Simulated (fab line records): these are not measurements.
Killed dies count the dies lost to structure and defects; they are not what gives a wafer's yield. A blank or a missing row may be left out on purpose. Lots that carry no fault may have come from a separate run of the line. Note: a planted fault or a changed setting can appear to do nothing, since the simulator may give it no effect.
fab line records	flow nandHarc
[record] lots = 24	wafers = 72	lastDay = 34
route steps=1302 shown P_ZERO_WELL@16 P_GATE@155 P_CONTACT@240 P_M1@297
lots that met no fault: taken from a fault-free run of the same line
startH: the number of hours between the record's first day and the start of the first shown wafer of the lot	waitH: hours since the lot's step before	" as in the row above	L1.1+2: several wafers, shown together as one row	- either no value or no given start	* or withheld: withheld	< > ~ a bound
route shown NAME@n: a module of which the file shows steps, and the number in the route of the first	usual: average and standard deviation across the fault-free wafers	same: alike in all rows	chamber/n: place in a boat	sites: readings site by site	_std_site: standard deviation of those values	_edge_site: the outer-site mean with the inner-site mean subtracted	radiusMm: how far each site lies from the wafer's centre	mask NAME#n: copy n	behind: the most recent tool/chamber to have shaped the wafer	hold: why the lot was held/for how many hours/how that ended	device: the n, p or np transistor that did not switch	end of line: at the end of the route, the tests of the same wafers	a step given without rows: its recipe and nothing more	killed: dies that structure and defects cost at the first sort, which is not the same as the wafer's yield	map: a wafer's dies, marking killed ones x, the rest . and places with no die _
set.NAME: the setting the step ran with; set.NAME@STEP: the setting that earlier step ran with	model.NAME: the simulator's own value behind a step, which no gauge read
a sample of lots followed through the steps of the route, with each step as a table and each wafer as a row
services: the hour from which a tool's chamber was out of use, counted from the record's first day as startH (under 0 if before that day), plus the number of hours and why
[[steps]]
[step NHARC_P_ZERO_WELL_DESCUM_13]
[recipe] timeS = 3	o2FlowSccm = 200	arFlowSccm = 0	biasPowerW = 0	chemistry = O2
[usual] drypumpMotorCurrentA = 5.8/0.5	oesProductAu = 1.002/0.011	rfVppV = 57.7/1	showerheadPlenumPTorr = 1.89/0.087	throttleValvePct = 11.312/0.0084
lot.wafer	tool	chamber	startH	waitH	drypumpMotorCurrentA	oesProductAu	rfHoursCounterH	rfVppV	showerheadPlenumPTorr	throttleValvePct
L074.2	rieDiel-04	2	21.40	-	5.7	1.008	1	57.2	1.96	11.321
L074.3	"	3	"	"	6.3	1.007	1	55.9	1.94	11.320
L074.5	"	3	"	"	6.2	1.008	-	57.0	1.94	11.307
L075.1	rieDiel-11	3	31.42	-	5.8	1.021	40	58.4	1.80	11.311
L075.2	"	0	"	"	6.4	1.011	39	58.6	1.92	11.306
L075.4	"	1	"	"	5.8	0.998	41	58.9	2.02	11.295
L076.1	rieDiel-11	0	41.43	-	6.4	1.008	43	57.6	1.92	11.305
L076.2	"	2	"	"	5.5	1.005	45	57.4	1.81	11.303
L076.6	"	1	"	"	5.8	1.004	-	57.1	2.02	11.322
L077.2	rieDiel-05	2	51.40	-	6.3	0.997	53	56.1	1.85	11.308
L077.5	"	2	"	"	6.3	1.003	-	58.5	1.85	11.321
L077.6	"	3	"	"	4.9	1.008	-	57.2	1.80	11.306
L078.2	rieDiel-11	2	61.54	-	5.6	0.999	50	57.5	1.81	11.317
L078.3	"	1	"	"	5.8	1.009	49	58.7	2.02	11.300
L078.6	"	3	"	"	5.8	1.004	-	58.0	1.80	11.317
L079.1	rieDiel-11	1	71.42	-	5.8	0.986	52	57.3	2.02	11.329
L079.3	"	3	"	"	5.8	1.000	51	57.0	1.80	11.303
L079.6	"	0	"	"	6.4	0.996	-	57.6	1.92	11.302
L080.2	rieDiel-05	0	81.27	-	5.5	1.006	7	58.2	2.01	11.303
L080.3	"	2	"	"	6.3	0.999	10	57.2	1.85	11.305
L080.5	"	1	"	"	6.7	0.998	-	56.1	1.89	11.321
L081.3	rieDiel-05	0	91.43	-	5.5	1.008	10	58.0	2.01	11.325
L081.5	"	1	"	"	6.6	1.006	-	59.2	1.89	11.323
L081.6	"	2	"	"	6.3	1.006	-	57.2	1.85	11.314
L082.4	rieDiel-11	3	101.43	-	5.8	1.010	5	57.4	1.79	11.313
L082.2	"	0	"	"	6.5	1.008	4	56.5	1.92	11.312
L082.3	"	1	"	"	5.8	0.984	4	58.7	2.01	11.302
L083.2	rieDiel-04	2	111.42	-	5.7	1.003	32	59.3	1.95	11.312
L083.6	"	3	"	"	6.3	1.017	-	57.5	1.93	11.308
L083.5	"	0	"	"	5.2	0.984	-	57.2	1.84	11.316
L084.2	rieDiel-04	1	121.40	-	5.4	1.012	36	58.6	1.77	11.311
L084.4	"	3	"	"	6.3	1.005	35	57.1	1.93	11.309
L084.1	"	0	"	"	5.2	0.978	34	57.0	1.84	11.317
L085.1	rieDiel-04	0	131.41	-	5.2	0.988	37	57.0	1.84	11.311
L085.3	"	1	"	"	5.4	1.014	38	56.9	1.77	11.316
L085.6	"	3	"	"	6.2	1.005	-	56.3	1.93	11.290
L086.1	rieDiel-04	3	141.42	-	6.2	1.012	41	58.7	1.93	11.323
L086.5	"	0	"	"	5.2	0.991	-	56.8	1.83	11.317
L086.6	"	1	"	"	5.4	1.009	-	57.2	1.77	11.302
L087.4	rieDiel-05	3	151.39	-	4.9	1.018	27	58.4	1.79	11.318
L087.3	"	2	"	"	6.3	0.997	35	57.1	1.84	11.312
L087.6	"	0	"	"	5.5	1.017	-	59.5	2.01	11.316
L088.3	rieDiel-11	2	161.27	-	5.5	1.028	22	57.3	1.80	11.304
L088.6	"	2	"	"	5.5	1.018	-	57.0	1.80	11.314
L088.5	"	3	"	"	5.8	1.013	-	55.8	1.79	11.316
L089.3	rieDiel-05	2	171.43	-	6.3	0.992	41	57.9	1.84	11.321
L089.4	"	1	"	"	6.7	0.996	-	58.7	1.88	11.315
L089.6	"	2	"	"	6.3	0.997	-	57.5	1.84	11.309
L090.4	rieDiel-11	0	181.51	-	6.4	1.018	32	59.0	1.91	11.303
L090.2	"	3	"	"	5.8	1.008	32	57.1	1.79	11.308
L090.5	"	1	"	"	5.8	0.984	-	57.5	2.00	11.309
L091.2	rieDiel-05	2	191.47	-	6.3	0.994	52	57.5	1.84	11.305
L091.1	"	3	"	"	5.0	1.014	44	56.0	1.79	11.310
L091.3	"	1	"	"	6.6	1.002	52	59.5	1.88	11.307
L092.4	rieDiel-04	2	201.45	-	5.7	1.015	3	58.0	1.94	11.314
L092.6	"	1	"	"	5.4	1.001	-	59.9	2.08	11.327
L092.5	"	2	"	"	5.7	0.995	-	57.4	1.94	11.314
L093.1	rieDiel-05	0	211.95	-	5.5	0.999	35	58.9	2.01	11.303
L093.3	"	1	"	"	6.7	1.017	60	57.8	1.87	11.326
L093.4	"	2	"	"	6.3	0.991	62	58.3	1.84	11.320
L094.1	rieDiel-04	1	221.28	-	5.4	0.993	9	58.6	2.07	11.303
L094.3	"	2	"	"	5.7	1.005	9	57.5	1.94	11.321
L094.2	"	3	"	"	6.2	0.986	8	57.6	1.92	11.323
L095.4	rieDiel-04	2	231.37	-	5.7	0.998	14	58.5	1.94	11.321
L095.6	"	1	"	"	5.3	0.995	-	60.2	2.07	11.309
L095.5	"	2	"	"	5.7	1.002	-	59.9	1.94	11.315
L096.3	rieDiel-04	3	241.44	-	6.2	0.988	16	58.3	1.92	11.316
L096.2	"	2	"	"	5.7	1.010	17	58.2	1.94	11.305
L096.6	"	0	"	"	5.2	0.981	-	57.1	1.83	11.325
L097.2	rieDiel-11	0	251.32	-	6.4	1.003	56	56.5	1.90	11.311
L097.3	"	1	"	"	5.8	0.987	52	60.4	2.00	11.317
L097.5	"	3	"	"	5.8	1.007	-	58.5	1.78	11.313
[step NHARC_P_GATE_ALD_36]
[recipe] targetThkA = 200	pulseTimeS = 60	aldCycles = 223	tempC = 400	material = SiNx
[usual] heaterPowerOuterW = 497/50	heaterPowerW = 798/85	precursorPulseHeightRel = 1.002/0.02
lot.wafer	tool	chamber	startH	waitH	heaterPowerOuterW	heaterPowerW	precursorPulseHeightRel
L074.3	aldSin-01	1	102.64	-	511	888	1.006
L074.2	"	2	103.71	-	558	846	1.005
L074.5	"	1	106.92	-	531	874	1.026
L075.2	aldSin-03	2	110.12	-	485	699	1.007
L075.4	"	3	111.18	-	584	883	0.965
L075.1	"	0	112.24	-	431	759	1.001
L076.2	aldSin-04	1	123.75	-	478	751	1.015
L076.1	"	2	124.80	-	561	805	1.014
L076.6	"	1	127.94	-	476	756	0.994
L077.2	aldSin-01	3	127.41	-	444	716	1.000
L077.6	"	2	130.55	-	556	833	0.997
L077.5	"	3	131.60	-	440	698	0.989
L078.3	aldSin-03	3	139.56	-	569	891	0.979
L078.2	"	1	142.36	-	559	971	1.008
L078.6	"	0	145.16	-	429	755	0.980
L079.1	aldSin-04	0	148.43	-	516	847	0.989
L079.3	"	2	150.54	-	560	809	0.990
L079.6	"	1	153.71	-	480	748	1.012
L080.2	aldSin-01	1	161.97	-	505	868	1.015
L080.3	"	2	163.01	-	561	845	0.977
L080.5	"	1	166.13	-	513	879	0.958
L081.3	aldSin-03	2	175.10	-	465	705	1.034
L081.6	"	2	179.29	-	485	714	1.000
L081.5	"	3	180.34	-	568	884	1.019
L082.4	aldSin-04	0	175.56	-	509	844	1.009
L082.3	"	1	176.61	-	478	739	1.008
L082.2	"	3	178.71	-	511	808	0.973
L083.2	aldSin-01	3	194.29	-	440	700	1.013
L083.5	"	3	198.53	-	440	715	1.014
L083.6	"	0	199.59	-	399	669	0.991
L084.1	aldSin-03	2	200.28	-	443	675	0.987
L084.4	"	3	201.33	-	547	831	0.992
L084.2	"	0	202.38	-	449	762	0.963
L085.3	aldSin-04	1	204.86	-	475	757	1.034
L085.1	"	3	207.01	-	512	800	1.025
L085.6	"	1	209.16	-	476	742	1.010
L086.1	aldSin-03	0	232.18	-	452	774	1.005
L086.6	"	1	233.23	-	519	943	0.981
L086.5	"	2	234.28	-	441	679	0.985
L087.3	aldSin-01	0	233.93	-	404	664	0.982
L087.4	"	2	236.02	-	564	859	0.990
L087.6	"	3	237.06	-	431	683	1.016
L088.3	aldSin-04	3	245.08	-	512	812	1.042
L088.6	"	1	247.21	-	479	758	0.970
L088.5	"	2	248.27	-	551	824	1.016
L089.3	aldSin-03	2	253.61	-	451	682	1.012
L089.4	"	3	254.67	-	558	857	1.017
L089.6	"	2	257.86	-	462	681	0.982
L090.4	aldSin-01	1	265.04	-	523	865	1.002
L090.2	"	0	268.19	-	391	681	0.979
L090.5	"	1	269.24	-	506	851	0.995
L091.1	aldSin-03	2	265.55	-	452	693	1.011
L091.2	"	0	267.65	-	447	787	1.003
L091.3	"	1	268.69	-	532	932	0.997
L092.4	aldSin-04	0	277.21	-	519	861	1.002
L092.6	"	0	281.43	-	531	815	1.009
L092.5	"	1	282.48	-	485	765	1.024
L094.1	aldSin-01	1	293.55	-	507	864	0.994
L094.2	"	2	294.60	-	555	887	0.994
L094.3	"	3	295.65	-	431	675	0.956
L093.3	aldSin-03	2	295.26	-	448	688	1.008
L093.1	"	3	296.32	-	543	846	0.997
L093.4	"	0	297.38	-	445	781	0.967
L095.4	aldSin-04	1	307.51	-	478	771	0.963
L095.6	"	0	310.69	-	522	862	1.030
L095.5	"	1	311.75	-	476	758	1.006
L096.3	aldSin-04	2	333.29	-	524	752	1.010
L096.2	"	1	336.47	-	494	763	0.988
L096.6	"	2	337.53	-	525	742	1.019
L097.3	aldSin-03	2	334.16	-	451	686	0.976
L097.2	"	3	335.22	-	548	823	0.977
L097.5	"	1	337.34	-	516	942	1.009
[step NHARC_P_CONTACT_ETCH_31]
[recipe] targetDepthA = 300	timeS = 85.7	ionEnergyEv = 120	overEtchFrac = 1	ch3fFlowSccm = 50	o2FlowSccm = 30	arFlowSccm = 200	rfW = 500	biasW = 100	chemistry = CH3F/O2
[usual] drypumpMotorCurrentA = 5.5/0.4	oesProductAu = 0.976/0.013	rfVppV = 244.8/1.9	showerheadPlenumPTorr = 2.49/0.12	throttleValvePct = 20.663/0.0095
lot.wafer	tool	chamber	startH	waitH	drypumpMotorCurrentA	oesProductAu	rfHoursCounterH	rfVppV	showerheadPlenumPTorr	throttleValvePct
L074.2	rieDiel-13	3	-	-	5.8	0.971	4.0	246.6	2.63	20.658
L074.3	"	1	"	"	5.4	0.942	3.9	246.3	2.65	20.674
L074.5	"	3	"	"	5.8	0.957	-	246.4	2.63	20.640
L075.2	rieDiel-13	3	-	-	5.8	0.967	4.5	246.4	2.63	20.662
L075.4	"	0	"	"	5.1	0.971	4.1	244.2	2.48	20.662
L075.1	"	1	"	"	5.4	0.986	4.4	246.3	2.65	20.660
L076.2	rieDiel-12	1	-	-	4.7	0.980	3.3	245.5	2.51	20.668
L076.1	"	3	"	"	5.2	0.990	2.6	244.7	2.44	20.652
L076.6	"	1	"	"	4.7	0.977	-	245.8	2.51	20.654
L077.2	rieDiel-13	1	-	-	5.4	0.961	5.0	247.1	2.65	20.657
L077.6	"	3	"	"	5.8	0.962	-	247.5	2.63	20.676
L077.5	"	0	"	"	5.1	0.961	-	245.5	2.48	20.657
L078.2	rieDiel-12	2	-	-	5.7	0.985	3.5	248.1	2.61	20.676
L078.3	"	0	"	"	5.7	0.971	4.1	246.6	2.58	20.662
L078.6	"	3	"	"	5.2	0.990	-	245.1	2.44	20.664
L079.3	rieDiel-12	3	-	-	5.1	0.988	4.2	243.1	2.44	20.646
L079.1	"	0	"	"	5.7	0.979	4.5	245.4	2.58	20.666
L079.6	"	2	"	"	5.7	0.974	-	246.8	2.61	20.658
L080.2	rieDiel-12	2	-	-	5.8	0.991	4.5	245.9	2.61	20.670
L080.3	"	0	"	"	5.7	0.953	4.8	245.6	2.58	20.652
L080.5	"	1	"	"	4.7	0.989	-	244.2	2.51	20.662
L081.3	rieDiel-09	3	-	-	5.5	0.991	0.9	243.8	2.30	20.677
L081.5	"	0	"	"	5.9	0.986	-	243.3	2.35	20.660
L081.6	"	1	"	"	6.2	0.982	-	244.8	2.50	20.673
L082.2	rieDiel-12	0	-	-	5.7	0.964	5.5	244.8	2.58	20.654
L082.3	"	2	"	"	5.7	0.986	5.1	246.8	2.61	20.659
L082.4	"	3	"	"	5.1	0.983	5.4	243.7	2.44	20.654
L083.2	rieDiel-09	1	-	-	6.2	0.974	1.5	245.2	2.50	20.658
L083.5	"	3	"	"	5.5	0.992	-	240.8	2.30	20.666
L083.6	"	0	"	"	5.9	0.992	-	241.3	2.35	20.667
L084.2	rieDiel-13	0	-	-	5.1	0.983	1.0	244.4	2.48	20.674
L084.4	"	1	"	"	5.4	0.985	0.9	247.4	2.65	20.664
L084.1	"	3	"	"	5.8	0.975	1.2	247.3	2.63	20.667
L085.3	rieDiel-09	3	-	-	5.5	0.973	2.4	239.9	2.30	20.667
L085.1	"	1	"	"	6.2	0.965	1.8	246.0	2.50	20.648
L085.6	"	3	"	"	5.5	0.966	-	242.7	2.30	20.678
L086.1	rieDiel-12	0	-	-	5.7	0.965	8.3	246.1	2.58	20.664
L086.6	"	2	"	"	5.7	0.954	-	246.7	2.61	20.653
L086.5	"	3	"	"	5.1	0.974	-	243.9	2.44	20.687
L087.4	rieDiel-12	1	-	-	4.7	0.980	8.6	245.3	2.51	20.666
L087.3	"	3	"	"	5.1	0.987	8.5	243.8	2.44	20.664
L087.6	"	0	"	"	5.7	0.975	-	245.7	2.58	20.661
L088.3	rieDiel-13	3	-	-	5.8	0.973	2.2	246.5	2.63	20.658
L088.6	"	2	"	"	5.7	0.982	-	240.8	2.32	20.660
L088.5	"	3	"	"	5.8	0.979	-	246.7	2.63	20.675
L089.4	rieDiel-13	3	-	-	5.8	0.955	2.8	246.9	2.63	20.653
L089.3	"	2	"	"	5.7	0.951	2.6	243.2	2.32	20.655
L089.6	"	0	"	"	5.1	0.975	-	244.6	2.48	20.668
L090.4	rieDiel-12	2	-	-	5.8	1.002	0.5	247.6	2.61	20.676
L090.2	"	1	"	"	4.7	0.979	0.5	244.1	2.51	20.681
L090.5	"	3	"	"	5.2	0.970	-	243.9	2.44	20.675
L091.2	rieDiel-13	3	-	-	5.8	0.970	3.4	247.0	2.63	20.648
L091.3	"	0	"	"	5.1	0.983	3.3	245.2	2.48	20.673
L091.1	"	2	"	"	5.7	0.986	3.0	241.7	2.32	20.676
L092.4	rieDiel-13	1	-	-	5.4	0.957	3.4	245.4	2.65	20.675
L092.6	"	3	"	"	5.8	0.948	-	246.0	2.63	20.669
L092.5	"	0	"	"	5.1	0.944	-	244.8	2.48	20.672
L094.2	rieDiel-09	2	-	-	6.1	0.995	3.8	243.1	2.38	20.665
L094.3	"	0	"	"	5.9	0.980	3.4	242.4	2.35	20.645
L094.1	"	1	"	"	6.2	1.000	3.2	245.2	2.50	20.661
L093.3	rieDiel-13	2	-	-	5.7	0.991	4.0	240.6	2.32	20.662
L093.1	"	3	"	"	5.7	0.973	4.3	246.7	2.63	20.651
L093.4	"	1	"	"	5.4	0.973	-	247.6	2.64	20.671
L095.5	rieDiel-13	2	-	-	5.7	0.997	-	241.7	2.31	20.673
L095.6	"	0	"	"	5.1	0.968	-	244.3	2.48	20.681
L095.4	"	1	"	"	5.4	0.979	-	247.2	2.64	20.672
L097.3	rieDiel-09	0	-	-	5.9	0.976	0.7	243.4	2.35	20.656
L097.2	"	2	"	"	6.1	0.969	0.7	243.2	2.38	20.658
L097.5	"	0	"	"	5.9	0.965	-	243.4	2.35	20.659
L096.2	rieDiel-12	1	-	-	4.7	0.975	4.0	244.9	2.50	20.658
L096.3	"	3	"	"	5.1	0.977	3.4	244.6	2.44	20.670
L096.6	"	1	"	"	4.7	0.969	-	244.6	2.50	20.650
[step NHARC_P_CONTACT_INSPECT_27]
[usual] rawDefectCount = 263/120
lot.wafer	tool	chamber	startH	waitH	rawDefectCount
L074.2	defectInspect-02	-	124.54	0.1	197
L074.3	"	-	"	"	118
L074.5	"	-	"	"	140
L075.1	defectInspect-02	-	132.05	0.1	194
L075.2	"	-	"	"	369
L075.4	"	-	"	"	296
L076.1	defectInspect-02	-	144.41	0.1	153
L076.2	"	-	"	"	183
L076.6	"	-	"	"	209
L077.2	defectInspect-02	-	148.20	0.1	159
L077.5	"	-	"	"	194
L077.6	"	-	"	"	199
L078.2	defectInspect-01	-	163.62	0.1	284
L078.3	"	-	"	"	262
L078.6	"	-	"	"	256
L079.1	defectInspect-02	-	171.26	0.1	182
L079.3	"	-	"	"	171
L079.6	"	-	"	"	158
L080.2	defectInspect-02	-	183.08	0.1	271
L080.3	"	-	"	"	245
L080.5	"	-	"	"	297
L081.3	defectInspect-01	-	197.03	0.1	202
L081.5	"	-	"	"	235
L081.6	"	-	"	"	284
L082.2	defectInspect-01	-	197.71	0.1	248
L082.3	"	-	"	"	280
L082.4	"	-	"	"	264
L083.2	defectInspect-01	-	216.41	0.1	187
L083.5	"	-	"	"	257
L083.6	"	-	"	"	256
L084.1	defectInspect-01	-	222.53	0.1	264
L084.2	"	-	"	"	546
L084.4	"	-	"	"	522
L085.1	defectInspect-02	-	231.32	0.1	278
L085.3	"	-	"	"	168
L085.6	"	-	"	"	384
L086.1	defectInspect-01	-	250.86	0.1	313
L086.5	"	-	"	"	513
L086.6	"	-	"	"	166
L087.3	defectInspect-02	-	254.94	0.1	290
L087.4	"	-	"	"	184
L087.6	"	-	"	"	187
L088.3	defectInspect-01	-	264.78	0.1	282
L088.5	"	-	"	"	304
L088.6	"	-	"	"	676
L089.3	defectInspect-02	-	274.92	0.1	144
L089.4	"	-	"	"	101
L089.6	"	-	"	"	134
L090.2	defectInspect-02	-	286.71	0.1	240
L090.4	"	-	"	"	378
L090.5	"	-	"	"	395
L091.1	defectInspect-02	-	287.36	0.1	224
L091.2	"	-	"	"	293
L091.3	"	-	"	"	185
L092.4	defectInspect-02	-	299.56	0.1	327
L092.5	"	-	"	"	134
L092.6	"	-	"	"	327
L094.1	defectInspect-02	-	315.33	0.1	417
L094.2	"	-	"	"	239
L094.3	"	-	"	"	164
L093.1	defectInspect-02	-	316.21	0.1	251
L093.3	"	-	"	"	277
L093.4	"	-	"	"	204
L095.4	defectInspect-02	-	328.56	0.1	177
L095.5	"	-	"	"	200
L095.6	"	-	"	"	204
L097.2	defectInspect-01	-	358.55	0.1	194
L097.3	"	-	"	"	172
L097.5	"	-	"	"	271
L096.2	defectInspect-02	-	359.35	0.1	181
L096.3	"	-	"	"	180
L096.6	"	-	"	"	227
[step NHARC_P_M1_INSPECT_11]
[usual] rawDefectCount = 4.1/2.6
lot.wafer	tool	chamber	startH	waitH	rawDefectCount
L074.2	defectInspect-02	-	129.50	0.0	5
L074.3	"	-	"	"	4
L074.5	"	-	"	"	8
L075.1	defectInspect-02	-	137.56	0.0	5
L075.2	"	-	"	"	8
L075.4	"	-	"	"	9
L076.1	defectInspect-02	-	149.35	0.0	6
L076.2	"	-	"	"	1
L076.6	"	-	"	"	1
L077.2	defectInspect-01	-	153.71	0.0	7
L077.5	"	-	"	"	2
L077.6	"	-	"	"	2
L078.2	defectInspect-01	-	168.76	0.0	6
L078.3	"	-	"	"	15
L078.6	"	-	"	"	7
L079.1	defectInspect-01	-	176.42	0.0	4
L079.3	"	-	"	"	4
L079.6	"	-	"	"	6
L080.2	defectInspect-02	-	188.29	0.0	1
L080.3	"	-	"	"	2
L080.5	"	-	"	"	2
L081.3	defectInspect-01	-	202.08	0.0	2
L081.5	"	-	"	"	1
L081.6	"	-	"	"	4
L082.2	defectInspect-02	-	202.85	0.0	3
L082.3	"	-	"	"	2
L082.4	"	-	"	"	3
L083.2	defectInspect-01	-	221.56	0.0	3
L083.5	"	-	"	"	2
L083.6	"	-	"	"	2
L084.1	defectInspect-01	-	227.60	0.0	3
L084.2	"	-	"	"	2
L084.4	"	-	"	"	5
L085.1	defectInspect-01	-	236.99	0.0	3
L085.3	"	-	"	"	2
L085.6	"	-	"	"	1
L086.1	defectInspect-02	-	256.07	0.0	0
L086.5	"	-	"	"	5
L086.6	"	-	"	"	6
L087.3	defectInspect-01	-	259.94	0.0	1
L087.4	"	-	"	"	3
L087.6	"	-	"	"	6
L088.3	defectInspect-01	-	269.97	0.0	9
L088.5	"	-	"	"	7
L088.6	"	-	"	"	5
L089.3	defectInspect-02	-	279.88	0.0	3
L089.4	"	-	"	"	1
L089.6	"	-	"	"	3
L090.2	defectInspect-01	-	291.76	0.0	6
L090.4	"	-	"	"	3
L090.5	"	-	"	"	13
L091.1	defectInspect-01	-	292.95	0.0	5
L091.2	"	-	"	"	2
L091.3	"	-	"	"	0
L092.4	defectInspect-01	-	304.74	0.0	5
L092.5	"	-	"	"	2
L092.6	"	-	"	"	6
L094.1	defectInspect-02	-	320.31	0.0	3
L094.2	"	-	"	"	3
L094.3	"	-	"	"	7
L093.1	defectInspect-02	-	321.88	0.0	1
L093.3	"	-	"	"	3
L093.4	"	-	"	"	5
L095.4	defectInspect-01	-	333.67	0.0	5
L095.5	"	-	"	"	6
L095.6	"	-	"	"	2
L097.2	defectInspect-02	-	363.67	0.0	8
L097.3	"	-	"	"	2
L097.5	"	-	"	"	2
L096.2	defectInspect-02	-	364.55	0.0	5
L096.3	"	-	"	"	2
L096.6	"	-	"	"	2
[step NHARC_P_M1_ANNEAL_31]
[recipe] tempC = 225	timeS = 90
[usual] wafer_temp_C_max = 226.06/0.27
lot.wafer	tool	chamber	startH	waitH	wafer_temp_C_max
L074.2	rtpAnneal-01	0	131.42	-	226.18
L074.3	"	0	"	"	225.90
L074.5	"	0	"	"	226.46
L075.1	rtpAnneal-02	0	139.52	0.3	226.08
L075.2	"	0	"	"	225.78
L075.4	"	0	"	"	225.74
L076.1	rtpAnneal-02	0	151.18	-	225.78
L076.2	"	0	"	"	225.74
L076.6	"	0	"	"	225.56
L077.2	rtpAnneal-02	0	155.59	0.3	225.98
L077.5	"	0	"	"	225.84
L077.6	"	0	"	"	226.11
L078.2	rtpAnneal-01	0	170.67	-	225.99
L078.3	"	0	"	"	226.72
L078.6	"	0	"	"	226.06
L079.1	rtpAnneal-01	0	178.48	0.3	225.88
L079.3	"	0	"	"	225.93
L079.6	"	0	"	"	225.95
L080.2	rtpAnneal-02	0	190.15	-	225.86
L080.3	"	0	"	"	225.63
L080.5	"	0	"	"	226.00
L081.3	rtpAnneal-01	0	204.02	0.3	226.11
L081.5	"	0	"	"	225.92
L081.6	"	0	"	"	226.03
L082.2	rtpAnneal-02	0	204.73	0.4	225.80
L082.3	"	0	"	"	225.75
L082.4	"	0	"	"	226.12
L083.2	rtpAnneal-01	0	223.42	-	226.09
L083.5	"	0	"	"	226.06
L083.6	"	0	"	"	226.24
L084.1	rtpAnneal-02	0	229.97	-	225.97
L084.2	"	0	"	"	225.93
L084.4	"	0	"	"	226.21
L085.1	rtpAnneal-02	0	238.84	-	226.06
L085.3	"	0	"	"	226.29
L085.6	"	0	"	"	226.39
L086.1	rtpAnneal-02	0	257.90	-	225.79
L086.5	"	0	"	"	225.69
L086.6	"	0	"	"	225.95
L087.3	rtpAnneal-02	0	261.93	-	225.88
L087.4	"	0	"	"	225.91
L087.6	"	0	"	"	226.08
L088.3	rtpAnneal-01	0	271.89	0.3	226.55
L088.5	"	0	"	"	226.22
L088.6	"	0	"	"	226.68
L089.3	rtpAnneal-01	0	281.79	-	226.01
L089.4	"	0	"	"	226.06
L089.6	"	0	"	"	226.30
L090.2	rtpAnneal-01	0	293.62	-	225.94
L090.4	"	0	"	"	226.30
L090.5	"	0	"	"	226.16
L091.1	rtpAnneal-01	0	294.79	0.3	226.39
L091.2	"	0	"	"	225.70
L091.3	"	0	"	"	226.43
L092.4	rtpAnneal-02	0	306.72	0.3	225.54
L092.5	"	0	"	"	225.76
L092.6	"	0	"	"	225.81
L094.1	rtpAnneal-01	0	322.13	0.3	226.68
L094.2	"	0	"	"	226.08
L094.3	"	0	"	"	226.22
L093.1	rtpAnneal-02	0	323.71	0.3	226.01
L093.3	"	0	"	"	225.72
L093.4	"	0	"	"	225.95
L095.4	rtpAnneal-02	0	335.64	-	225.80
L095.5	"	0	"	"	226.14
L095.6	"	0	"	"	225.32
L097.2	rtpAnneal-02	0	365.55	0.4	226.13
L097.3	"	0	"	"	226.00
L097.5	"	0	"	"	226.24
L096.2	rtpAnneal-01	0	366.43	-	225.85
L096.3	"	0	"	"	226.34
L096.6	"	0	"	"	226.01
[[services]]
tool	chamber	startH	hours	kind
aldSin-03	-	-1.81	10.0	pm
rieDiel-04	-	0.90	9.0	pm
rtpAnneal-02	-	12.30	12.0	pm
rieDiel-12	1	24.16	7.4	repair
aldSin-03	0	35.28	6.9	repair
rieDiel-13	1	82.67	1.7	repair
rieDiel-12	-	91.40	9.0	pm
rieDiel-13	2	126.40	2.8	repair
aldSin-03	2	135.76	17.4	repair
rieDiel-12	2	138.24	9.5	repair
rieDiel-04	1	151.58	1.9	repair
rieDiel-04	1	157.93	2.0	repair
rieDiel-13	-	165.00	9.0	pm
rieDiel-12	0	172.67	4.4	repair
rieDiel-04	-	177.90	9.0	pm
rieDiel-13	0	185.63	3.0	repair
rieDiel-12	0	207.20	2.0	repair
rieDiel-13	-	233.71	4.9	repair
rieDiel-12	-	268.40	9.0	pm
rieDiel-13	0	307.03	15.5	repair
rieDiel-04	0	327.47	4.5	repair
rieDiel-13	-	342.00	9.0	pm
rieDiel-04	-	354.97	9.0	pm
aldSin-03	-	359.39	10.0	pm
[[key]]
fault none
